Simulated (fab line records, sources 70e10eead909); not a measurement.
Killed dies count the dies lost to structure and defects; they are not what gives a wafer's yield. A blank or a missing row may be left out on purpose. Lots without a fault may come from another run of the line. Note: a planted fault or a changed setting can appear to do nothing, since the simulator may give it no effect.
fab line records    flow nandHarc    part 1 of 2: steps 1 to 28 of 35
record: lots: 5  wafers: 15  lastDay: 34
route steps=1302 shown A_M1@1190 A_BONDPAD@1202
lots that met no fault: taken from a fault-free run of the same line
startH: the number of hours between the record's first day and the start of the first shown wafer of the lot    waitH: time in hours since the lot's previous step    " unchanged from the row above    L1.1+2: a single row standing in for several wafers    - no value, or no start given    * or withheld: withheld    < > ~ a bound
route shown NAME@n: a module of which the file shows steps, and the number in the route of the first    usual: average and standard deviation across the fault-free wafers    same: alike in all rows    chamber/n: place in a boat    sites: per-site readings    _std_site: the standard deviation of these    _edge_site: outer sites' mean less inner sites'    radiusMm: for every site, how far away it sits from the centre of the wafer    mask NAME#n: copy n    behind: the tool/chamber that last shaped the wafer    hold: cause of the lot's hold/its duration in hours/its outcome    device: the transistor (n, p or np) that didn't switch    end of line: tests run on the same wafers once the route is complete    for a step that has no rows: nothing shown but its recipe    killed: dies that structure and defects cost at the first sort, which is not the same as the wafer's yield    map: dies across one wafer; x = killed, . = not, _ = none there
set.NAME: the setting the step ran with; set.NAME@STEP: the setting that earlier step ran with    model.NAME: the simulator's own value behind a step, which no gauge read
a table for each step, a row for each wafer; lots at some steps of the route
services: from which hour (startH, from the record's first day; less than 0 if before it) a tool's chamber was out of use, for how many hours, and why
== steps ==
step: NHARC_A_M1_PRE_CLEAN_30
recipe: timeS: 30  tempC: 280  gas: H2/He
usual: heaterPowerW: 394/34
lot.wafer  tool           chamber  startH  waitH  heaterPowerW
L086.4     pvdSputter-01  -        -       -      409
L086.3     "              -        "       "      420
L086.6     "              -        "       "      415
L088.1     pvdSputter-03  -        -       -      353
L088.4     "              -        "       "      440
L088.6     "              -        "       "      379
L090.3     pvdSputter-01  -        -       -      417
L090.4     "              -        "       "      399
L090.1     "              -        "       "      414
L095.4     pvdSputter-03  -        -       -      427
L095.1     "              -        "       "      389
L095.3     "              -        "       "      366
L097.3     pvdSputter-02  -        -       -      316
L097.4     "              -        "       "      403
L097.6     "              -        "       "      312
step: NHARC_A_M1_PVD_20
recipe: targetThkA: 50  biasV: 168.6  powerW: 15000  chamberPressurePa: 0.12  timeS: 8.06  substrateTempC: 50  material: TaN
usual: throttleValvePct: 29.7/0.98
lot.wafer  tool           chamber  startH  waitH  throttleValvePct
L086.3     pvdSputter-01  -        -       -      30.6
L086.4     "              -        "       "      30.9
L086.6     "              -        "       "      30.5
L088.1     pvdSputter-03  -        -       -      29.5
L088.4     "              -        "       "      29.1
L088.6     "              -        "       "      30.5
L090.3     pvdSputter-01  -        -       -      30.0
L090.4     "              -        "       "      30.5
L090.1     "              -        "       "      30.5
L095.4     pvdSputter-03  -        -       -      31.7
L095.3     "              -        "       "      28.9
L095.1     "              -        "       "      28.7
L097.4     pvdSputter-02  -        -       -      28.1
L097.3     "              -        "       "      29.5
L097.6     "              -        "       "      29.7
step: NHARC_A_M1_PVD_21
recipe: targetThkA: 300  chamberPressurePa: 5  powerW: 5000  substrateTempC: 30  timeS: 20.49  material: Cu
usual: throttleValvePct: 29.7/1
lot.wafer  tool           chamber  startH  waitH  throttleValvePct
L086.4     pvdSputter-01  -        -       -      30.4
L086.3     "              -        "       "      30.7
L086.6     "              -        "       "      30.5
L088.4     pvdSputter-03  -        -       -      28.7
L088.1     "              -        "       "      30.5
L088.6     "              -        "       "      28.7
L090.4     pvdSputter-01  -        -       -      30.7
L090.1     "              -        "       "      30.9
L090.3     "              -        "       "      30.4
L095.4     pvdSputter-03  -        -       -      28.6
L095.1     "              -        "       "      28.5
L095.3     "              -        "       "      32.0
L097.3     pvdSputter-02  -        -       -      28.1
L097.4     "              -        "       "      29.4
L097.6     "              -        "       "      29.6
step: NHARC_A_M1_ECD_22
recipe: targetThkA: 4000  bathTempC: 25  material: Cu
lot.wafer   tool      chamber  startH  waitH
L086.4+3+6  ecdCu-01  1,0,0    648.06  -
L088.1+4+6  ecdCu-02  1,0,1    676.86  -
L090.1+4+3  ecdCu-01  0,0,1    712.48  -
L095.1+4+3  ecdCu-01  1,0,1    725.96  -
L097.4+3+6  ecdCu-02  0,1,0    770.30  -
step: NHARC_A_M1_ANNEAL_31
recipe: tempC: 225  timeS: 90
usual: wafer_temp_C_max: 225.93/0.23
lot.wafer  tool          chamber  startH  waitH  wafer_temp_C_max
L086.3     rtpAnneal-02  0        648.44  -      225.67
L086.4     "             0        "       "      225.71
L086.6     "             0        "       "      225.86
L088.1     rtpAnneal-01  0        677.24  0.3    226.27
L088.4     "             0        "       "      226.07
L088.6     "             0        "       "      226.01
L090.1     rtpAnneal-01  0        712.87  0.3    226.00
L090.3     "             0        "       "      225.68
L090.4     "             0        "       "      225.91
L095.1     rtpAnneal-02  0        726.38  0.3    225.51
L095.3     "             0        "       "      225.90
L095.4     "             0        "       "      225.94
L097.3     rtpAnneal-02  0        770.68  -      225.60
L097.4     "             0        "       "      225.79
L097.6     "             0        "       "      225.82
step: NHARC_A_M1_CMP_23
recipe: tOverpolishS: 20  targetThkNm: 154.34
usual: motorCurrentA: 12.3/1.4  slurryFilterDpKPa: 13.51/0.14  timeToEndpointS: 27.9/2.6
same: tOverpolishS: 20
lot.wafer  tool    chamber  startH  waitH  motorCurrentA  slurryFilterDpKPa  timeToEndpointS
L086.4     cmp-01  1        648.68  -      13.5           13.65              30.8
L086.3     "       0        "       "      12.4           13.45              31.9
L086.6     "       1        "       "      14.0           13.44              29.3
L088.1     cmp-04  1        677.61  -      11.6           13.68              28.3
L088.4     "       2        "       "      13.2           13.72              24.5
L088.6     "       0        "       "      13.5           13.41              28.3
L090.4     cmp-02  3        713.21  -      12.0           13.53              25.4
L090.1     "       1        "       "      12.4           13.59              22.1
L090.3     "       2        "       "      11.7           13.51              29.8
L095.4     cmp-02  3        726.75  -      12.5           13.40              25.5
L095.1     "       0        "       "      14.0           13.40              28.5
L095.3     "       1        "       "      12.5           13.46              25.9
L097.3     cmp-02  2        770.98  -      11.2           13.54              31.5
L097.4     "       3        "       "      11.8           13.36              26.5
L097.6     "       1        "       "      12.1           13.69              25.8
step: NHARC_A_M1_THK_MEAS_24
recipe: thkMeasGauge: xrf
usual: thkNm: 154.4/1.6
lot.wafer  tool          chamber  startH  waitH  thkNm
L086.3     filmMetro-01  -        649.00  -      155.2
L086.4     "             -        "       "      155.4
L086.6     "             -        "       "      155.7
L088.1     filmMetro-02  -        677.89  -      156.8
L088.4     "             -        "       "      155.6
L088.6     "             -        "       "      155.3
L090.1     filmMetro-01  -        713.53  -      152.1
L090.3     "             -        "       "      156.5
L090.4     "             -        "       "      156.4
L095.1     filmMetro-01  -        727.04  -      153.0
L095.3     "             -        "       "      155.6
L095.4     "             -        "       "      153.1
L097.3     filmMetro-01  -        771.24  -      155.4
L097.4     "             -        "       "      153.1
L097.6     "             -        "       "      154.6
step: NHARC_A_M1_SRD_25
lot.wafer   tool         chamber  startH  waitH
L086.4+3+6  wetBench-10  1,3,5    649.12  0.1
L088.1+6+4  wetBench-08  2,4,6    677.94  0.0
L090.4+3+1  wetBench-08  7,0,1    713.57  0.0
L095.3+4+1  wetBench-08  3,6,0    727.08  0.0
L097.3+6+4  wetBench-10  6,1,2    771.28  0.0
step: NHARC_A_M1_INSPECT_27
usual: rawDefectCount: 529/130
lot.wafer  tool              chamber  startH  waitH  rawDefectCount
L086.3     defectInspect-01  -        649.23  0.0    595
L086.4     "                 -        "       "      557
L086.6     "                 -        "       "      605
L088.1     defectInspect-01  -        678.05  0.0    447
L088.4     "                 -        "       "      650
L088.6     "                 -        "       "      442
L090.1     defectInspect-01  -        713.69  0.0    647
L090.3     "                 -        "       "      633
L090.4     "                 -        "       "      483
L095.1     defectInspect-01  -        727.20  0.0    711
L095.3     "                 -        "       "      577
L095.4     "                 -        "       "      541
L097.3     defectInspect-01  -        771.39  0.0    636
L097.4     "                 -        "       "      494
L097.6     "                 -        "       "      621
step: NHARC_A_M1_PRE_CLEAN_32
recipe: timeS: 12  tempC: 370  rfPowerW: 300  gas: NH3
usual: heaterPowerW: 677/75
lot.wafer  tool      chamber  startH  waitH  heaterPowerW
L086.3     pecvd-04  2        649.30  0.1    741
L086.6     "         2        "       "      740
L086.4     "         1        "       "      676
L088.1     pecvd-04  1        678.14  0.1    628
L088.4     "         0        "       "      737
L088.6     "         1        "       "      612
L090.1     pecvd-04  2        713.76  0.1    736
L090.3     "         0        "       "      669
L090.4     "         1        "       "      707
L095.1     pecvd-04  2        727.47  0.3    692
L095.3     "         1        "       "      683
L095.4     "         0        "       "      713
L097.3     pecvd-03  1        771.47  0.1    658
L097.6     "         0        "       "      592
L097.4     "         2        "       "      521
step: NHARC_A_M1_DEP_33
recipe: targetThkA: 300  tempC: 370  targetThkNm: 30  pressureTorr: 3  flowSccm: 200  rfW: 450  material: SiCN
usual: heaterPowerW: 627/84
lot.wafer  tool      chamber  startH  waitH  heaterPowerW
L086.3     pecvd-04  2        649.38  0.1    703
L086.6     "         2        "       "      715
L086.4     "         1        "       "      631
L088.1     pecvd-04  1        678.29  0.1    594
L088.4     "         0        "       "      648
L088.6     "         1        "       "      583
L090.1     pecvd-04  2        713.84  0.1    700
L090.3     "         0        "       "      667
L090.4     "         1        "       "      642
L095.1     pecvd-04  2        727.55  0.1    683
L095.3     "         1        "       "      622
L095.4     "         0        "       "      634
L097.3     pecvd-03  1        771.58  0.1    636
L097.6     "         0        "       "      499
L097.4     "         2        "       "      432
step: NHARC_A_BONDPAD_DEP_00
recipe: targetThkA: 2500  tempC: 370  targetThkNm: 250  pressureTorr: 3  flowSccm: 200  rfW: 450  material: SiCN
usual: heaterPowerW: 637/71
lot.wafer  tool      chamber  startH  waitH  heaterPowerW
L086.3     pecvd-02  1        649.93  -      676
L086.4     "         1        "       "      673
L086.6     "         2        "       "      729
L088.1     pecvd-04  2        -       -      658
L088.6     "         2        "       "      699
L088.4     "         0        "       "      601
L090.1     pecvd-04  0        -       -      633
L090.3     "         1        "       "      580
L090.4     "         1        "       "      579
L095.3     pecvd-04  1        -       -      689
L095.1     "         0        "       "      613
L095.4     "         2        "       "      643
L097.3     pecvd-01  0        772.09  -      571
L097.4     "         0        "       "      556
L097.6     "         2        "       "      518
step: NHARC_A_BONDPAD_CMP_29
recipe: targetThkNm: 200  material: SiCN
usual: motorCurrentA: 11.9/1.2  slurryFilterDpKPa: 13.48/0.14
lot.wafer  tool    chamber  startH  waitH  motorCurrentA  slurryFilterDpKPa
L086.4     cmp-02  0        650.34  -      13.4           13.37
L086.3     "       1        "       "      11.9           13.26
L086.6     "       0        "       "      13.8           13.54
L088.4     cmp-02  2        679.19  -      11.1           13.37
L088.1     "       0        "       "      13.6           13.50
L088.6     "       1        "       "      12.1           13.30
L090.1     cmp-04  3        714.80  -      9.8            13.33
L090.4     "       0        "       "      13.3           13.30
L090.3     "       2        "       "      12.4           13.74
L095.1     cmp-04  1        728.50  -      11.8           13.42
L095.4     "       2        "       "      13.1           13.45
L095.3     "       3        "       "      10.6           13.41
L097.4     cmp-02  0        772.51  -      14.5           13.45
L097.3     "       2        "       "      11.3           13.48
L097.6     "       0        "       "      13.9           13.64
step: NHARC_A_BONDPAD_THK_MEAS_30
recipe: thkMeasGauge: ellipsometry
usual: thkNm: 199.8/1.5
lot.wafer  tool          chamber  startH  waitH  thkNm
L086.3     filmMetro-02  -        650.59  0.2    199.9
L086.4     "             -        "       "      200.4
L086.6     "             -        "       "      200.1
L088.1     filmMetro-01  -        679.41  0.1    198.5
L088.4     "             -        "       "      200.2
L088.6     "             -        "       "      198.8
L090.1     filmMetro-01  -        715.05  0.2    199.3
L090.3     "             -        "       "      197.6
L090.4     "             -        "       "      199.3
L095.1     filmMetro-02  -        728.75  0.2    200.2
L095.3     "             -        "       "      202.5
L095.4     "             -        "       "      197.9
L097.3     filmMetro-02  -        772.76  0.2    200.4
L097.4     "             -        "       "      198.3
L097.6     "             -        "       "      199.2
step: NHARC_A_BONDPAD_SRD_31
lot.wafer   tool         chamber  startH  waitH
L086.6+4+3  wetBench-10  5,0,1    650.64  0.0
L088.1+4+6  wetBench-10  0,3,4    679.45  0.0
L090.1+4+3  wetBench-10  5,6,2    715.09  0.0
L095.3+4+1  wetBench-08  5,6,7    728.81  0.1
L097.4+3+6  wetBench-10  2,4,6    772.80  0.0
step: NHARC_A_BONDPAD_DEHYDRATE_01
recipe: tempC: 150  timeS: 120
usual: exhaustPa: 45.2/0.94
lot.wafer  tool           chamber  startH  waitH  exhaustPa
L086.3     lithoTrack-03  0        650.72  0.1    45.1
L086.4     "              0        "       "      45.0
L086.6     "              0        "       "      44.6
L088.1     lithoTrack-03  0        679.53  0.1    45.2
L088.4     "              0        "       "      44.8
L088.6     "              0        "       "      45.4
L090.1     lithoTrack-02  0        715.17  0.1    45.7
L090.3     "              0        "       "      47.0
L090.4     "              0        "       "      46.8
L095.1     lithoTrack-03  0        728.88  0.1    46.0
L095.3     "              0        "       "      45.1
L095.4     "              0        "       "      45.8
L097.3     lithoTrack-03  0        772.88  0.1    45.2
L097.4     "              0        "       "      45.9
L097.6     "              0        "       "      46.5
step: NHARC_A_BONDPAD_HMDS_02
recipe: timeS: 30
usual: exhaustPa: 45.1/0.88
lot.wafer  tool           chamber  startH  waitH  exhaustPa
L086.3     lithoTrack-03  0        -       -      46.1
L086.4     "              0        "       "      44.6
L086.6     "              0        "       "      46.3
L088.1     lithoTrack-03  0        -       -      44.2
L088.4     "              0        "       "      45.4
L088.6     "              0        "       "      44.8
L090.1     lithoTrack-02  0        -       -      43.7
L090.3     "              0        "       "      44.4
L090.4     "              0        "       "      45.5
L095.1     lithoTrack-03  0        -       -      43.8
L095.3     "              0        "       "      44.6
L095.4     "              0        "       "      44.1
L097.3     lithoTrack-03  0        -       -      45.6
L097.4     "              0        "       "      46.0
L097.6     "              0        "       "      46.0
step: NHARC_A_BONDPAD_COAT_33
recipe: tempC: 200  timeS: 65
usual: exhaustPa: 45.0/1
lot.wafer  tool           chamber  startH  waitH  exhaustPa
L086.3     lithoTrack-03  0        -       -      45.8
L086.4     "              0        "       "      44.9
L086.6     "              0        "       "      45.3
L088.1     lithoTrack-03  0        -       -      44.3
L088.4     "              0        "       "      44.3
L088.6     "              0        "       "      44.5
L090.1     lithoTrack-02  0        -       -      45.2
L090.3     "              0        "       "      45.7
L090.4     "              0        "       "      45.0
L095.1     lithoTrack-03  0        -       -      45.1
L095.3     "              0        "       "      45.8
L095.4     "              0        "       "      44.7
L097.3     lithoTrack-03  0        -       -      44.2
L097.4     "              0        "       "      45.7
L097.6     "              0        "       "      43.6
step: NHARC_A_BONDPAD_COAT_03
recipe: spinRpm: 2000  resistThkNm: 600
usual: exhaustPa: 45.0/0.91
lot.wafer  tool           chamber  startH  waitH  exhaustPa
L086.3     lithoTrack-03  0        -       -      45.3
L086.4     "              0        "       "      44.6
L086.6     "              0        "       "      46.2
L088.1     lithoTrack-03  0        -       -      44.7
L088.4     "              0        "       "      44.5
L088.6     "              0        "       "      44.6
L090.1     lithoTrack-02  0        -       -      44.5
L090.3     "              0        "       "      44.6
L090.4     "              0        "       "      44.9
L095.1     lithoTrack-03  0        -       -      44.8
L095.3     "              0        "       "      46.1
L095.4     "              0        "       "      45.7
L097.3     lithoTrack-03  0        -       -      45.6
L097.4     "              0        "       "      44.4
L097.6     "              0        "       "      45.8
step: NHARC_A_BONDPAD_SOFTBAKE_04
recipe: tempC: 125  timeS: 70
usual: exhaustPa: 45.1/0.94
lot.wafer  tool           chamber  startH  waitH  exhaustPa
L086.3     lithoTrack-03  0        -       -      45.1
L086.4     "              0        "       "      44.6
L086.6     "              0        "       "      45.5
L088.1     lithoTrack-03  0        -       -      45.8
L088.4     "              0        "       "      44.9
L088.6     "              0        "       "      45.9
L090.1     lithoTrack-02  0        -       -      45.4
L090.3     "              0        "       "      46.2
L090.4     "              0        "       "      45.1
L095.1     lithoTrack-03  0        -       -      45.6
L095.3     "              0        "       "      44.2
L095.4     "              0        "       "      45.2
L097.3     lithoTrack-03  0        -       -      44.3
L097.4     "              0        "       "      43.1
L097.6     "              0        "       "      44.2
step: NHARC_A_BONDPAD_EBR_05
usual: exhaustPa: 45.0/0.81
lot.wafer  tool           chamber  startH  waitH  exhaustPa
L086.3     lithoTrack-03  0        -       -      44.1
L086.4     "              0        "       "      44.8
L086.6     "              0        "       "      45.3
L088.1     lithoTrack-03  0        -       -      43.3
L088.4     "              0        "       "      44.7
L088.6     "              0        "       "      44.7
L090.1     lithoTrack-02  0        -       -      46.3
L090.3     "              0        "       "      45.9
L090.4     "              0        "       "      46.4
L095.1     lithoTrack-03  0        -       -      45.0
L095.3     "              0        "       "      45.5
L095.4     "              0        "       "      46.2
L097.3     lithoTrack-03  0        -       -      46.1
L097.4     "              0        "       "      45.8
L097.6     "              0        "       "      45.0
step: NHARC_A_BONDPAD_EXPOSE_06
recipe: na: 0.55  doseMj: 36.99  maskId: A_BPAD
lot.wafer   tool           chamber  startH  waitH  mask
L086.3+4+6  krfScanner-03  0        651.02  -      A_BPAD#0
L088.1+4+6  krfScanner-03  0        679.82  -      A_BPAD#0
L090.1+3+4  krfScanner-01  0        715.46  -      A_BPAD#0
L095.1+3+4  krfScanner-03  0        729.04  -      A_BPAD#0
L097.3+4+6  krfScanner-03  0        773.18  -      A_BPAD#0
step: NHARC_A_BONDPAD_PEB_07
recipe: pebTempC: 128  pebTimeS: 80
usual: exhaustPa: 44.9/0.83
lot.wafer  tool           chamber  startH  waitH  exhaustPa
L086.3     lithoTrack-03  0        651.08  0.1    46.1
L086.4     "              0        "       "      45.0
L086.6     "              0        "       "      46.4
L088.1     lithoTrack-03  0        679.89  0.1    43.3
L088.4     "              0        "       "      45.4
L088.6     "              0        "       "      44.0
L090.1     lithoTrack-07  0        715.53  0.1    44.6
L090.3     "              0        "       "      44.4
L090.4     "              0        "       "      42.5
L095.1     lithoTrack-03  0        729.11  0.1    45.0
L095.3     "              0        "       "      45.6
L095.4     "              0        "       "      45.9
L097.3     lithoTrack-07  0        773.24  0.1    44.8
L097.4     "              0        "       "      45.2
L097.6     "              0        "       "      44.9
step: NHARC_A_BONDPAD_DEVELOP_08
recipe: timeS: 50  devTempC: 22
usual: exhaustPa: 44.8/0.91
lot.wafer  tool           chamber  startH  waitH  exhaustPa
L086.3     lithoTrack-03  0        -       -      44.2
L086.4     "              0        "       "      45.1
L086.6     "              0        "       "      44.2
L088.1     lithoTrack-03  0        -       -      43.5
L088.4     "              0        "       "      44.8
L088.6     "              0        "       "      43.6
L090.1     lithoTrack-07  0        -       -      44.6
L090.3     "              0        "       "      45.9
L090.4     "              0        "       "      45.0
L095.1     lithoTrack-03  0        -       -      44.1
L095.3     "              0        "       "      43.3
L095.4     "              0        "       "      44.1
L097.3     lithoTrack-07  0        -       -      46.0
L097.4     "              0        "       "      44.5
L097.6     "              0        "       "      44.6
step: NHARC_A_BONDPAD_CD_MEAS_09
recipe: targetCdNm: 500  landingEnergyEv: 500
usual: cdNm: 499.3/1.7
lot.wafer  tool      chamber  startH  waitH  cdNm
L086.3     cdSem-01  0        651.17  -      498.4
L086.4     "         0        "       "      496.5
L086.6     "         0        "       "      500.7
L088.1     cdSem-01  0        679.97  -      498.2
L088.4     "         0        "       "      498.6
L088.6     "         0        "       "      500.6
L090.1     cdSem-02  0        715.61  -      500.6
L090.3     "         0        "       "      497.4
L090.4     "         0        "       "      498.7
L095.1     cdSem-02  0        729.19  -      502.1
L095.3     "         0        "       "      500.4
L095.4     "         0        "       "      500.3
L097.3     cdSem-02  0        773.33  -      499.9
L097.4     "         0        "       "      501.4
L097.6     "         0        "       "      499.4
step: NHARC_A_BONDPAD_OVL_MEAS_35
usual: overlayXNm: -1/6.2  overlayYNm: 1/5.3
lot.wafer  tool        chamber  startH  waitH  overlayXNm  overlayYNm
L086.3     overlay-01  -        651.25  -      6           6
L086.4     "           -        "       "      6           5
L086.6     "           -        "       "      6           6
L088.1     overlay-02  -        680.06  -      -3          10
L088.4     "           -        "       "      -3          10
L088.6     "           -        "       "      -3          10
L090.1     overlay-01  -        715.70  -      2           3
L090.3     "           -        "       "      2           2
L090.4     "           -        "       "      2           2
L095.1     overlay-02  -        729.28  -      3           2
L095.3     "           -        "       "      3           2
L095.4     "           -        "       "      2           2
L097.3     overlay-02  -        773.41  -      -7          -3
L097.4     "           -        "       "      -6          -3
L097.6     "           -        "       "      -6          -3
step: NHARC_A_BONDPAD_HARDBAKE_10
recipe: tempC: 118  timeS: 65
usual: exhaustPa: 45.0/0.84
lot.wafer  tool           chamber  startH  waitH  exhaustPa
L086.3     lithoTrack-07  0        651.30  0.1    43.9
L086.4     "              0        "       "      44.0
L086.6     "              0        "       "      44.4
L088.1     lithoTrack-02  0        680.11  0.0    44.2
L088.4     "              0        "       "      44.7
L088.6     "              0        "       "      43.4
L090.1     lithoTrack-07  0        715.75  0.0    44.0
L090.3     "              0        "       "      45.1
L090.4     "              0        "       "      44.5
L095.1     lithoTrack-03  0        729.33  0.0    45.7
L095.3     "              0        "       "      44.5
L095.4     "              0        "       "      45.0
L097.3     lithoTrack-03  0        773.46  0.1    47.0
L097.4     "              0        "       "      46.3
L097.6     "              0        "       "      47.0
step: NHARC_A_BONDPAD_DESCUM_11
recipe: timeS: 3  o2FlowSccm: 200  arFlowSccm: 0  biasPowerW: 0  chemistry: O2
usual: drypumpMotorCurrentA: 5.7/0.55  oesProductAu: 1.002/0.0097  rfVppV: 57.8/0.94  showerheadPlenumPTorr: 1.94/0.094  throttleValvePct: 11.312/0.0083
same: biasPowerW: 0
lot.wafer  tool        chamber  startH  waitH  drypumpMotorCurrentA  oesProductAu  rfHoursCounterH  rfVppV  showerheadPlenumPTorr  throttleValvePct
L086.3     rieDiel-03  1        651.38  -      5.3                   1.015         1                58.1    2.08                   11.325
L086.4     "           3        "       "      5.7                   0.996         1                59.8    1.97                   11.320
L086.6     "           0        "       "      5.6                   1.004         -                58.1    1.99                   11.326
L088.1     rieDiel-08  3        680.19  -      6.6                   0.991         2                57.1    1.85                   11.308
L088.4     "           1        "       "      5.9                   0.991         2                59.3    1.97                   11.318
L088.6     "           3        "       "      6.6                   1.001         -                58.5    1.85                   11.312
L090.4     rieDiel-03  1        715.83  -      5.3                   1.007         12               58.8    2.07                   11.311
L090.3     "           2        "       "      5.2                   0.988         12               58.9    2.00                   11.313
L090.1     "           3        "       "      5.7                   1.000         12               58.7    1.96                   11.312
L095.3     rieDiel-05  0        729.41  -      5.6                   1.010         44               57.1    2.03                   11.304
L095.4     "           1        "       "      5.3                   1.009         48               55.2    1.79                   11.319
L095.1     "           2        "       "      6.5                   0.984         43               58.5    2.06                   11.323
L097.4     rieDiel-03  3        773.54  -      5.6                   1.006         22               56.9    1.96                   11.325
L097.3     "           0        "       "      5.7                   0.997         24               55.8    1.99                   11.311
L097.6     "           3        "       "      5.6                   0.994         -                56.4    1.96                   11.311
